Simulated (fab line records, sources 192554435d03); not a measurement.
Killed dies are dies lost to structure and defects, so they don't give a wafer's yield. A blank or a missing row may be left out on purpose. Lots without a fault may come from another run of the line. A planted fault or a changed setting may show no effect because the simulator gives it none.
Split-lot experiment | flow n5_finfet | 7 lots, 21 wafers read, on a route of 1938 steps

THE SPLIT
At N5_BEOL_M4_EXPOSE_08 (exposes mask M4), the setting dose_mj was moved away from the recipe's 41.25 on 4 of the 21 wafers read, by -1.9% to +7.4%. The other wafers ran this setting at the recipe's value.

FROM THE SPLIT TO THE READING: what the file shows between them, 2 steps
- N5_BEOL_M4_PEB_09: peb time 60 s
- N5_BEOL_M4_DEVELOP_10: develop time 30 s

THE READING
cd_nm, in nm, at N5_BEOL_M4_CD_MEAS_11 (target cd 16.79 nm). Fault-free wafers of this fab line usually give 16.83 nm, standard deviation 0.23 nm.

wafer  | tool, chamber at the split | dose_mj as run | against the recipe | cd_nm, nm | against lot-mates on the recipe
L080.2 | euv_scanner-02, 0          | 41.25          | recipe             | 17.06     | -
L080.3 | euv_scanner-02, 0          | 41.25          | recipe             | 16.70     | -
L080.4 | euv_scanner-02, 0          | 43.24          | +4.8%              | 17.90     | +1.02
L081.1 | euv_scanner-02, 0          | 41.25          | recipe             | 16.56     | -
L081.4 | euv_scanner-02, 0          | 40.45          | -1.9%              | 16.80     | -0.01
L081.5 | euv_scanner-02, 0          | 41.25          | recipe             | 17.06     | -
L085.1 | euv_scanner-01, 0          | 41.25          | recipe             | 16.19     | -
L085.2 | euv_scanner-01, 0          | 41.25          | recipe             | 16.74     | -
L085.5 | euv_scanner-01, 0          | 41.25          | recipe             | 16.70     | -
L086.2 | euv_scanner-01, 0          | 41.25          | recipe             | 16.86     | -
L086.4 | euv_scanner-01, 0          | 44.32          | +7.4%              | 18.44     | +1.75
L086.6 | euv_scanner-01, 0          | 41.25          | recipe             | 16.52     | -
L089.3 | euv_scanner-01, 0          | 41.25          | recipe             | 16.32     | -
L089.4 | euv_scanner-01, 0          | 41.25          | recipe             | 16.92     | -
L089.6 | euv_scanner-01, 0          | 41.25          | recipe             | 16.85     | -
L088.3 | euv_scanner-01, 0          | 42.3           | +2.5%              | 17.64     | +0.87
L088.4 | euv_scanner-01, 0          | 41.25          | recipe             | 16.69     | -
L088.5 | euv_scanner-01, 0          | 41.25          | recipe             | 16.85     | -
L097.1 | euv_scanner-01, 0          | 41.25          | recipe             | 16.70     | -
L097.3 | euv_scanner-01, 0          | 41.25          | recipe             | 16.58     | -
L097.6 | euv_scanner-01, 0          | 41.25          | recipe             | 16.85     | -

THE FIT
A straight line over all 21 wafers: cd_nm changes by +0.226 nm for each +1% of dose_mj; r = +0.88; the points scatter about the line by 0.25 nm.
The same after taking each lot's own level away (the mean of its wafers on the recipe; 21 wafers): +0.222 nm for each +1%; r = +0.90; scatter 0.22 nm.
On that fit, the largest move of dose_mj shifts the reading by 1.6 nm.
The lots' own levels span 16.543 to 16.880 nm, that is 1.5 times the standard deviation above.
So the lot-to-lot level changes the slope little: the two slopes agree.
Check: with one of the wafers moved furthest among these (+7.4%) left out of the fit, the line predicts +1.58 nm for it against its lot-mates. It came out at +1.75 nm against them.

THE WHOLE CHAIN: every reading that the file lists as answering this split, in the file's order
step                  | what it does                                                      | reading                                                               | change (the file's fit)               | r (the file's)
N5_BEOL_M4_CD_MEAS_11 | target cd 16.79 nm                                                | cd_nm                                                                 | +0.228 nm for each +1% of the setting | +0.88
N5_BEOL_M4_ETCH_74    | etches underlayer in N2/H2, target depth 6.5 nm, time 5.2 s       | BEOL_M4.cd_offset_nm (the simulator's own value, which no gauge read) | +0.182 nm for each +1% of the setting | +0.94
N5_BEOL_M4_ETCH_63    | etches SiARC in CF4, target depth 15.6 nm, time 26 s              | BEOL_M4.cd_offset_nm (the simulator's own value, which no gauge read) | +0.157 nm for each +1% of the setting | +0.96
N5_BEOL_M4_HM_OPEN_17 | chemistry Cl2/BCl3, target TiN, target depth 20 nm, overetch 6 nm | BEOL_M4.cd_offset_nm (the simulator's own value, which no gauge read) | +0.173 nm for each +1% of the setting | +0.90

THE FILE'S OWN FIT
cd_nm changes by +0.228 nm for each +1% of dose_mj, r = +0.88.
